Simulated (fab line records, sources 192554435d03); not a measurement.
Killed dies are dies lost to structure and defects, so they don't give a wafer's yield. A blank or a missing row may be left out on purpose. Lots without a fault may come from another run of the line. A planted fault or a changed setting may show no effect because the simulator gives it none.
Chamber matching | flow n5_finfet | N5_FIN_SAQP_ETCH_52 on rie_diel-05: 4 sister chambers
The step etches SOC in N2/H2, target depth 100 nm, overetch 20 nm, time 150 s. 4 wafers are shown with their chamber, then 7 later ones without.

WAFERS WITH THEIR CHAMBER
wafer  | chamber | showerhead_plenum_p_Torr (Torr)
L079.4 | 3       | 2.64
L086.4 | 2       | 2.40
L090.1 | 0       | 2.65
L090.4 | 1       | 2.35

WAFERS WITHOUT THEIR CHAMBER
wafer  | showerhead_plenum_p_Torr (Torr)
L090.5 | 2.65
L092.1 | 2.35
L092.3 | 2.65
L092.5 | 2.65
L096.1 | 2.35
L096.2 | 2.72
L096.3 | 2.62

WHICH CHAMBER EACH WENT THROUGH
wafer  | from the rows above     | in truth
L090.5 | can't be placed: 0 or 3 | 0
L092.1 | can't be placed: 1 or 2 | 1
L092.3 | can't be placed: 0 or 3 | 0
L092.5 | can't be placed: 0 or 3 | 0
L096.1 | can't be placed: 1 or 2 | 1
L096.2 | can't be placed: 0 or 3 | 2
L096.3 | can't be placed: 3 or 0 | 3
Placed correctly: 0 of 7. Can't be placed from these rows: 7 (the true chamber is among the candidates in 6). Placed wrongly: 0.
How it was worked out, from the rows above alone: a wafer's distance from a chamber is the root of the sum, over the readings, of the square of ((its reading less the chamber's mean) divided by the reading's scatter). The wafer belongs to the nearest chamber; if the next one is less than 2 further off, it can't be placed. A chamber's mean is the mean of its shown wafers. The scatter: with one shown wafer a chamber, the root of the mean of the squares of how far each hidden wafer lies from its nearest shown one.
